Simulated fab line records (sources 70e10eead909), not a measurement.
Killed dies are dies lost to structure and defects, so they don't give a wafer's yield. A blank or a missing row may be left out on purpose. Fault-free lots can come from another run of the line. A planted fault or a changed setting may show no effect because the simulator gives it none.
Which tool did it? ; flow nandHarc ; route of 1159 steps, sampled at 1 step: 12 lots, 36 wafers

## WHAT THE GAUGES SHOWED, per wafer
NHARC_P_STI_INSPECT_25.
lot;measured;on;rawDefectCount
L074;day 3 19:09;defectInspect-01;171 176 224
L076;day 4 08:01;defectInspect-02;289 204 142
L078;day 4 18:52;defectInspect-01;249 194 134
L081;day 5 09:25;defectInspect-01;214 183 208
L083;day 6 00:08;defectInspect-02;382 195 153
L086;day 6 21:31;defectInspect-01;194 254 314
L088;day 7 02:07;defectInspect-01;137 108 165
L089;day 7 02:07;defectInspect-02;211 280 137
L091;day 7 21:28;defectInspect-02;143 155 194
L093;day 8 12:29;defectInspect-02;181 231 372
L096;day 9 01:21;defectInspect-02;141 225 104
L097;day 9 12:52;defectInspect-01;308 249 173

## TOOL THAT RAN EACH LOT (tool first, then ch and the chambers of the sampled wafers, then the start)
No process step before these readings appears in the record.

## THE ANSWER, worked out from the rows above alone
Rule: what is usual is taken from the lots themselves. Put in order of their means at a reading, lots are off if they are a third of the lots or fewer, leave a main group of 4 or more, and stand apart from it by a gap of 3 or more times the standard deviation of the main group's means; of several such gaps the widest counts. The tables above print the reading to a certain number of digits; a main group whose means all agree to those digits is not used. Also off: a lot with no number at a reading for which 4 or more lots have one. All remaining lots with rows at the step are treated as sound.
Across all readings shown, no lot is off: no conclusion can be drawn from this.

## WHAT THE SIMULATOR HAD INSERTED
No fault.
